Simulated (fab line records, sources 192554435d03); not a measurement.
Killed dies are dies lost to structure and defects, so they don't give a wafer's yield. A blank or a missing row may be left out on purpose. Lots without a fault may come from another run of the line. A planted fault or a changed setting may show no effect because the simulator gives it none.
Which tool did it? | flow n5_finfet | 13 lots, 35 wafers sampled, at 3 steps of a route of 1938

WHAT THE GAUGES READ, wafer by wafer
N5_BEOL_M9_THK_MEAS_53: measures by xrf. Usual: M9_THK 140.1 nm, standard deviation 2.8.
lot  | measured     | on            | M9_THK (nm)       | flag
L986 | day 9 09:05  | film_metro-02 | 138.8 140.4       |
L987 | day 9 16:18  | film_metro-01 | 141.6 140.7 137.4 |
L988 | day 9 16:38  | film_metro-02 | 143.4 142.8       |
L989 | day 10 07:47 | film_metro-01 | 135.0 133.8 138.3 |
L990 | day 10 17:23 | film_metro-02 | 138.1 139.0 142.1 |
L993 | day 11 06:29 | film_metro-02 | 143.9 138.6       |
L995 | day 11 12:16 | film_metro-02 | 146.2 140.1 141.8 |
L994 | day 11 14:20 | film_metro-02 | 141.0 135.8       |
L997 | day 12 04:20 | film_metro-02 | 135.1 140.8 134.2 |
L998 | day 12 10:37 | film_metro-01 | 138.2 144.8 145.1 |
L102 | day 13 00:42 | film_metro-01 | 140.9 134.7 142.9 |
L101 | day 13 08:44 | film_metro-01 | 140.1 141.6 143.0 |
L108 | day 15 00:33 | film_metro-01 | 139.1 139.9 139.9 |

WHICH TOOL RAN EACH LOT (tool, then ch and the chambers of the sampled wafers, then the start)
lot  | N5_BEOL_M9_PRE_CLEAN_45      | N5_BEOL_M9_SPUTTER_48
L986 | pvd_sputter-02, day 9 07:18  | pvd_sputter-03, day 9 08:15
L987 | pvd_sputter-03, day 9 13:37  | pvd_sputter-03, day 9 14:08
L988 | pvd_sputter-02, day 9 13:43  | pvd_sputter-02, day 9 14:15
L989 | pvd_sputter-02, day 10 06:18 | pvd_sputter-01, day 10 06:58
L990 | pvd_sputter-03, day 10 15:40 | pvd_sputter-03, day 10 16:25
L993 | pvd_sputter-02, day 11 04:58 | pvd_sputter-03, day 11 05:40
L995 | pvd_sputter-01, day 11 10:01 | pvd_sputter-02, day 11 10:43
L994 | pvd_sputter-03, day 11 12:54 | pvd_sputter-03, day 11 13:31
L997 | pvd_sputter-01, day 12 02:32 | pvd_sputter-01, day 12 03:14
L998 | pvd_sputter-03, day 12 08:34 | pvd_sputter-03, day 12 09:07
L102 | pvd_sputter-01, day 12 23:04 | pvd_sputter-01, day 12 23:43
L101 | pvd_sputter-02, day 13 06:41 | pvd_sputter-01, day 13 07:20
L108 | pvd_sputter-01, day 14 23:00 | pvd_sputter-01, day 14 23:43
- N5_BEOL_M9_PRE_CLEAN_45: time 30 s.
- N5_BEOL_M9_SPUTTER_48: material Cu, target thk 12 nm, time 2 s.

WHAT THE TOOLS THEMSELVES READ (means of the sampled wafers that have a number; where no wafer has one, the mark that the record gives instead)
N5_BEOL_M9_PRE_CLEAN_45. Usual: heater_power_w 329 W, standard deviation 25.
lot  | tool           | heater_power_w (W) | flag
L986 | pvd_sputter-02 | 306                |
L987 | pvd_sputter-03 | 331                |
L988 | pvd_sputter-02 | 334                |
L989 | pvd_sputter-02 | 319                |
L990 | pvd_sputter-03 | 338                |
L993 | pvd_sputter-02 | 310                |
L995 | pvd_sputter-01 | 353                |
L994 | pvd_sputter-03 | 351                |
L997 | pvd_sputter-01 | 330                |
L998 | pvd_sputter-03 | 353                |
L102 | pvd_sputter-01 | 318                |
L101 | pvd_sputter-02 | 323                |
L108 | pvd_sputter-01 | 346                |

N5_BEOL_M9_SPUTTER_48. Usual: cathode_dc_power_W 26001 W, standard deviation 4.6; chuck_gas_flow_sccm 1.26 sccm, standard deviation 0.063; throttle_valve_pct 29.6 %, standard deviation 1.2.
lot  | tool           | cathode_dc_power_W (W) | chuck_gas_flow_sccm (sccm) | throttle_valve_pct (%) | flag
L986 | pvd_sputter-03 | 26008                  | 1.27                       | 29.8                   |
L987 | pvd_sputter-03 | 26002                  | 1.23                       | 30.3                   |
L988 | pvd_sputter-02 | 25998                  | 1.25                       | 29.9                   |
L989 | pvd_sputter-01 | 25997                  | 1.26                       | 30.1                   |
L990 | pvd_sputter-03 | 26000                  | 1.25                       | 29.4                   |
L993 | pvd_sputter-03 | 25999                  | 1.25                       | 31.0                   |
L995 | pvd_sputter-02 | 26000                  | 1.28                       | 29.0                   |
L994 | pvd_sputter-03 | 26000                  | 1.27                       | 31.0                   |
L997 | pvd_sputter-01 | 26002                  | 1.27                       | 28.6                   |
L998 | pvd_sputter-03 | 25999                  | 1.31                       | 30.1                   |
L102 | pvd_sputter-01 | 25998                  | 1.22                       | 29.7                   |
L101 | pvd_sputter-01 | 26006                  | 1.26                       | 29.3                   |
L108 | pvd_sputter-01 | 26001                  | 1.21                       | 29.1                   |

THE ANSWER, worked out from the rows above alone
Rule: a lot is off if the mean of its wafers that have a number lies more than 3 standard deviations from the usual mean. A lot without any number at a reading at which 4 lots or more have one is off too. The other lots that the step has rows for count as sound. The gauges are gone through in route order, then the tools' own readings, and for those a lot's mean is taken as printed above. The first step at which some lot is off is used, and at that step the reading that is off furthest; a lot without a number counts as furthest.
No lot is off at any reading shown: from this, nothing can be told.

WHAT THE SIMULATOR HAD PUT IN
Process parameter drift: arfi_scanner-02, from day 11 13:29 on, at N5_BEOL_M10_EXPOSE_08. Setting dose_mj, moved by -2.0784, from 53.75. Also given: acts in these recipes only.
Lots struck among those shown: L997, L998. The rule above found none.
